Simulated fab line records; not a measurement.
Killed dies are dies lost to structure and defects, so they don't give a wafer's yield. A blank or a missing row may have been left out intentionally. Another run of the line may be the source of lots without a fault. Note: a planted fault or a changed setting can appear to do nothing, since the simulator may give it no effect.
Which tool is to blame? || flow nand-harc || Sampling: 13 lots, 39 wafers, 6 of 1159 route steps

== WHAT EACH GAUGE READ, for each wafer ==
NHARC_P_M2_CD_MEAS_16.
{"lot": "L269", "measured": "day 5 21:52", "on": "cd-sem-02", "cd-nm (nm)": "168.3 169.2 169.1"}
{"lot": "L271", "measured": "day 6 07:53", "on": "cd-sem-01", "cd-nm (nm)": "170.2 168.9 169.4"}
{"lot": "L270", "measured": "day 6 08:21", "on": "cd-sem-03", "cd-nm (nm)": "170.6 169.1 169.8"}
{"lot": "L273", "measured": "day 7 01:31", "on": "cd-sem-02", "cd-nm (nm)": "171.1 170.8 171.5"}
{"lot": "L272", "measured": "day 7 01:47", "on": "cd-sem-02", "cd-nm (nm)": "170.1 169.0 170.1"}
{"lot": "L274", "measured": "day 7 11:28", "on": "cd-sem-03", "cd-nm (nm)": "170.5 169.9 170.3"}
{"lot": "L275", "measured": "day 7 17:22", "on": "cd-sem-03", "cd-nm (nm)": "169.6 170.4 170.5"}
{"lot": "L278", "measured": "day 8 09:13", "on": "cd-sem-03", "cd-nm (nm)": "169.7 168.7 169.0"}
{"lot": "L279", "measured": "day 8 14:58", "on": "cd-sem-02", "cd-nm (nm)": "169.5 169.0 170.7"}
{"lot": "L281", "measured": "day 9 11:09", "on": "cd-sem-03", "cd-nm (nm)": "169.9 169.2 169.1"}
{"lot": "L283", "measured": "day 9 11:34", "on": "cd-sem-03", "cd-nm (nm)": "170.6 170.4 171.3"}
{"lot": "L282", "measured": "day 9 12:10", "on": "cd-sem-02", "cd-nm (nm)": "171.4 170.0 170.1"}
{"lot": "L291", "measured": "day 11 15:10", "on": "cd-sem-02", "cd-nm (nm)": "169.0 170.1 169.8"}

NHARC_END_SORT_01.
{"lot": "L272", "measured": "day 20 08:45", "on": "prober-02", "defect-limited-yield (%)": "98.5 97.9 97.6", "killed-at-array": "10 12 12", "killed-at-other": "0 0 0", "killed-at-periphery": "0 2 4", "killed-dies": "10 14 16", "killed-open": "5 4 3", "killed-short": "0 0 4", "sort_bin_2_pct (%)": "0.3 0.7 0.9", "sort_bin_3_pct (%)": "0 0 0", "sort_bin_4_pct (%)": "1.2 1.3 1.5", "sort-n-pass": "667 663 661", "sort-rim-yield-pct (%)": "97 99 97", "sort-yield-pct (%)": "98.5 97.9 97.6"}
{"lot": "L282", "measured": "day 22 03:23", "on": "prober-02", "defect-limited-yield (%)": "92.9 93.2 94.1", "killed-at-array": "45 45 38", "killed-at-other": "0 0 0", "killed-at-periphery": "3 1 2", "killed-dies": "48 46 40", "killed-open": "2 3 4", "killed-short": "2 1 4", "sort_bin_2_pct (%)": "1.9 3.0 2.1", "sort_bin_3_pct (%)": "0.15 0.44 0.15", "sort_bin_4_pct (%)": "5.0 3.4 3.7", "sort-n-pass": "629 631 637", "sort-rim-yield-pct (%)": "92 86 93", "sort-yield-pct (%)": "92.9 93.2 94.1"}
{"lot": "L291", "measured": "day 25 01:19", "on": "prober-01", "defect-limited-yield (%)": "97.0 95.9 96.9", "killed-at-array": "17 28 20", "killed-at-other": "0 0 1", "killed-at-periphery": "3 0 0", "killed-dies": "20 28 21", "killed-open": "5 2 3", "killed-short": "2 2 3", "sort_bin_2_pct (%)": "0.4 1.6 0.9", "sort_bin_3_pct (%)": "0.15 0 0.15", "sort_bin_4_pct (%)": "2.4 2.5 2.1", "sort-n-pass": "657 649 656", "sort-rim-yield-pct (%)": "95 98 97", "sort-yield-pct (%)": "97.0 95.9 96.9"}

== WHICH TOOL RAN EACH LOT (tool, then ch and the chambers of the sampled wafers, then the start) ==
{"lot": "L269", "NHARC_P_M2_ECD_22": "ecd-cu-01 ch 0,1, day 5 22:57", "NHARC_P_M2_CMP_23": "cmp-01 ch 1,2,3, day 5 23:41", "NHARC_P_M2_PRE_CLEAN_32": "pecvd-04 ch 0,2, day 6 00:14", "NHARC_P_M2_DEP_33": "pecvd-04 ch 0,2, day 6 00:19"}
{"lot": "L271", "NHARC_P_M2_ECD_22": "ecd-cu-02 ch 0,1, day 6 08:58", "NHARC_P_M2_CMP_23": "cmp-04 ch 0,2, day 6 09:43", "NHARC_P_M2_PRE_CLEAN_32": "pecvd-02 ch 0,2, day 6 10:13", "NHARC_P_M2_DEP_33": "pecvd-02 ch 0,2, day 6 10:18"}
{"lot": "L270", "NHARC_P_M2_ECD_22": "ecd-cu-02 ch 0,1, day 6 09:32", "NHARC_P_M2_CMP_23": "cmp-04 ch 0,2, day 6 10:11", "NHARC_P_M2_PRE_CLEAN_32": "pecvd-02 ch 1,2, day 6 11:06", "NHARC_P_M2_DEP_33": "pecvd-02 ch 1,2, day 6 11:12"}
{"lot": "L273", "NHARC_P_M2_ECD_22": "ecd-cu-02 ch 0,1, day 7 02:41", "NHARC_P_M2_CMP_23": "cmp-02 ch 0,1,2, day 7 03:23", "NHARC_P_M2_PRE_CLEAN_32": "pecvd-02 ch 0,2, day 7 03:55", "NHARC_P_M2_DEP_33": "pecvd-02 ch 0,2, day 7 04:01"}
{"lot": "L272", "NHARC_P_M2_ECD_22": "ecd-cu-01 ch 0,1, day 7 02:53", "NHARC_P_M2_CMP_23": "cmp-04 ch 0,2,3, day 7 03:37", "NHARC_P_M2_PRE_CLEAN_32": "pecvd-03 ch 0,1, day 7 04:09", "NHARC_P_M2_DEP_33": "pecvd-03 ch 0,1, day 7 04:16"}
{"lot": "L274", "NHARC_P_M2_ECD_22": "ecd-cu-02 ch 0,1, day 7 12:32", "NHARC_P_M2_CMP_23": "cmp-02 ch 1,3, day 7 13:16", "NHARC_P_M2_PRE_CLEAN_32": "pecvd-04 ch 0,2, day 7 13:57", "NHARC_P_M2_DEP_33": "pecvd-04 ch 0,2, day 7 14:03"}
{"lot": "L275", "NHARC_P_M2_ECD_22": "ecd-cu-01 ch 0,1, day 7 18:34", "NHARC_P_M2_CMP_23": "cmp-04 ch 0,2,3, day 7 19:40", "NHARC_P_M2_PRE_CLEAN_32": "pecvd-04 ch 0,1, day 7 20:09", "NHARC_P_M2_DEP_33": "pecvd-04 ch 0,1, day 7 20:14"}
{"lot": "L278", "NHARC_P_M2_ECD_22": "ecd-cu-01 ch 0,1, day 8 10:18", "NHARC_P_M2_CMP_23": "cmp-01 ch 0,3, day 8 11:01", "NHARC_P_M2_PRE_CLEAN_32": "pecvd-04 ch 0,1,2, day 8 11:34", "NHARC_P_M2_DEP_33": "pecvd-04 ch 0,1,2, day 8 11:38"}
{"lot": "L279", "NHARC_P_M2_ECD_22": "ecd-cu-01 ch 0,1, day 8 16:09", "NHARC_P_M2_CMP_23": "cmp-02 ch 0,2,3, day 8 16:48", "NHARC_P_M2_PRE_CLEAN_32": "pecvd-02 ch 0,1,2, day 8 17:19", "NHARC_P_M2_DEP_33": "pecvd-02 ch 0,1,2, day 8 17:24"}
{"lot": "L281", "NHARC_P_M2_ECD_22": "ecd-cu-02 ch 0,1, day 9 12:16", "NHARC_P_M2_CMP_23": "cmp-01 ch 1,2, day 9 12:59", "NHARC_P_M2_PRE_CLEAN_32": "pecvd-02 ch 0,1,2, day 9 13:31", "NHARC_P_M2_DEP_33": "pecvd-02 ch 0,1,2, day 9 13:36"}
{"lot": "L283", "NHARC_P_M2_ECD_22": "ecd-cu-02 ch 0,1, day 9 12:46", "NHARC_P_M2_CMP_23": "cmp-01 ch 1,2,3, day 9 13:43", "NHARC_P_M2_PRE_CLEAN_32": "pecvd-03 ch 1,2, day 9 14:16", "NHARC_P_M2_DEP_33": "pecvd-03 ch 1,2, day 9 14:20"}
{"lot": "L282", "NHARC_P_M2_ECD_22": "ecd-cu-02 ch 0, day 9 13:18", "NHARC_P_M2_CMP_23": "cmp-01 ch 0,2,3, day 9 14:51", "NHARC_P_M2_PRE_CLEAN_32": "pecvd-03 ch 0,1,2, day 9 15:23", "NHARC_P_M2_DEP_33": "pecvd-03 ch 0,1,2, day 9 15:29"}
{"lot": "L291", "NHARC_P_M2_ECD_22": "ecd-cu-02 ch 0,1, day 11 16:28", "NHARC_P_M2_CMP_23": "cmp-02 ch 0,2,3, day 11 18:08", "NHARC_P_M2_PRE_CLEAN_32": "pecvd-02 ch 0,1, day 11 18:41", "NHARC_P_M2_DEP_33": "pecvd-02 ch 0,1, day 11 18:49"}
- NHARC_P_M2_ECD_22: material Cu, target thk 400 nm.
- NHARC_P_M2_CMP_23: polishes, t overpolish 20 s, target thk 144.3 nm.
- NHARC_P_M2_PRE_CLEAN_32: time 12 s.
- NHARC_P_M2_DEP_33: deposits SiCN, target thk 30 nm.

== AS READ BY THE TOOLS THEMSELVES (means over the sampled wafers that have a number; for cases with no such wafer, the mark the record gives instead) ==
NHARC_P_M2_CMP_23.
{"lot": "L269", "tool": "cmp-01", "motor-current-A (A)": 11.9, "time-to-endpoint-s (s)": 29.2}
{"lot": "L271", "tool": "cmp-04", "motor-current-A (A)": 12.8, "time-to-endpoint-s (s)": 32.8}
{"lot": "L270", "tool": "cmp-04", "motor-current-A (A)": 13.3, "time-to-endpoint-s (s)": 27.8}
{"lot": "L273", "tool": "cmp-02", "motor-current-A (A)": 11.6, "time-to-endpoint-s (s)": 31.1}
{"lot": "L272", "tool": "cmp-04", "motor-current-A (A)": 11.7, "time-to-endpoint-s (s)": 28.7}
{"lot": "L274", "tool": "cmp-02", "motor-current-A (A)": 11.4, "time-to-endpoint-s (s)": 29.7}
{"lot": "L275", "tool": "cmp-04", "motor-current-A (A)": 11.6, "time-to-endpoint-s (s)": 33.2}
{"lot": "L278", "tool": "cmp-01", "motor-current-A (A)": 11.7, "time-to-endpoint-s (s)": 27.9}
{"lot": "L279", "tool": "cmp-02", "motor-current-A (A)": 10.9, "time-to-endpoint-s (s)": 31.1}
{"lot": "L281", "tool": "cmp-01", "motor-current-A (A)": 11.8, "time-to-endpoint-s (s)": 27.5}
{"lot": "L283", "tool": "cmp-01", "motor-current-A (A)": 11.4, "time-to-endpoint-s (s)": 27.4}
{"lot": "L282", "tool": "cmp-01", "motor-current-A (A)": 11.5, "time-to-endpoint-s (s)": 54.8}
{"lot": "L291", "tool": "cmp-02", "motor-current-A (A)": 11.2, "time-to-endpoint-s (s)": 53.7}

NHARC_P_M2_PRE_CLEAN_32.
{"lot": "L269", "tool": "pecvd-04", "heater-power-w (W)": 699}
{"lot": "L271", "tool": "pecvd-02", "heater-power-w (W)": 569}
{"lot": "L270", "tool": "pecvd-02", "heater-power-w (W)": 673}
{"lot": "L273", "tool": "pecvd-02", "heater-power-w (W)": 634}
{"lot": "L272", "tool": "pecvd-03", "heater-power-w (W)": 624}
{"lot": "L274", "tool": "pecvd-04", "heater-power-w (W)": 720}
{"lot": "L275", "tool": "pecvd-04", "heater-power-w (W)": 656}
{"lot": "L278", "tool": "pecvd-04", "heater-power-w (W)": 664}
{"lot": "L279", "tool": "pecvd-02", "heater-power-w (W)": 601}
{"lot": "L281", "tool": "pecvd-02", "heater-power-w (W)": 609}
{"lot": "L283", "tool": "pecvd-03", "heater-power-w (W)": 538}
{"lot": "L282", "tool": "pecvd-03", "heater-power-w (W)": 636}
{"lot": "L291", "tool": "pecvd-02", "heater-power-w (W)": 544}

NHARC_P_M2_DEP_33.
{"lot": "L269", "tool": "pecvd-04", "heater-power-w (W)": 573}
{"lot": "L271", "tool": "pecvd-02", "heater-power-w (W)": 534}
{"lot": "L270", "tool": "pecvd-02", "heater-power-w (W)": 540}
{"lot": "L273", "tool": "pecvd-02", "heater-power-w (W)": 520}
{"lot": "L272", "tool": "pecvd-03", "heater-power-w (W)": 573}
{"lot": "L274", "tool": "pecvd-04", "heater-power-w (W)": 682}
{"lot": "L275", "tool": "pecvd-04", "heater-power-w (W)": 700}
{"lot": "L278", "tool": "pecvd-04", "heater-power-w (W)": 616}
{"lot": "L279", "tool": "pecvd-02", "heater-power-w (W)": 513}
{"lot": "L281", "tool": "pecvd-02", "heater-power-w (W)": 535}
{"lot": "L283", "tool": "pecvd-03", "heater-power-w (W)": 574}
{"lot": "L282", "tool": "pecvd-03", "heater-power-w (W)": 605}
{"lot": "L291", "tool": "pecvd-02", "heater-power-w (W)": 507}

== THE ANSWER, worked out from the rows above alone ==
Rule: what is usual is taken from the lots themselves. The widest of any qualifying gaps counts: lots, ordered by their means at a reading, are off when they make up no more than a third of the lots, leave a main group of 4 or more, and stand apart from it by 3 or more times the standard deviation of that group's means. A main group whose means are all the same, to the digits that the tables above print for the reading, isn't used. A lot without any number at a reading at which 4 lots or more have one is off too. All remaining lots with rows at the step are treated as sound. The gauges are gone through in route order, then the tools' own readings, and for those a lot's mean is taken as printed above. At the first step where some lot is off, the reading lying furthest off is the one used; lots without a number count as furthest.
Off: L282, L291 (NHARC_P_M2_CMP_23, time-to-endpoint-s). The main group has a mean of 29.7 s with a standard deviation of 2.
If a tool, at that step or one of the process steps before it, ran each lot that is off and ran no sound lot following the first of them, it fits. One fits: NHARC_P_M2_ECD_22 on ecd-cu-02. A fault onset in the window from L283 (day 9 12:46, its last sound lot) to L282 (day 9 13:18, its first lot off) fits.

== WHAT THE SIMULATOR HAD INSERTED ==
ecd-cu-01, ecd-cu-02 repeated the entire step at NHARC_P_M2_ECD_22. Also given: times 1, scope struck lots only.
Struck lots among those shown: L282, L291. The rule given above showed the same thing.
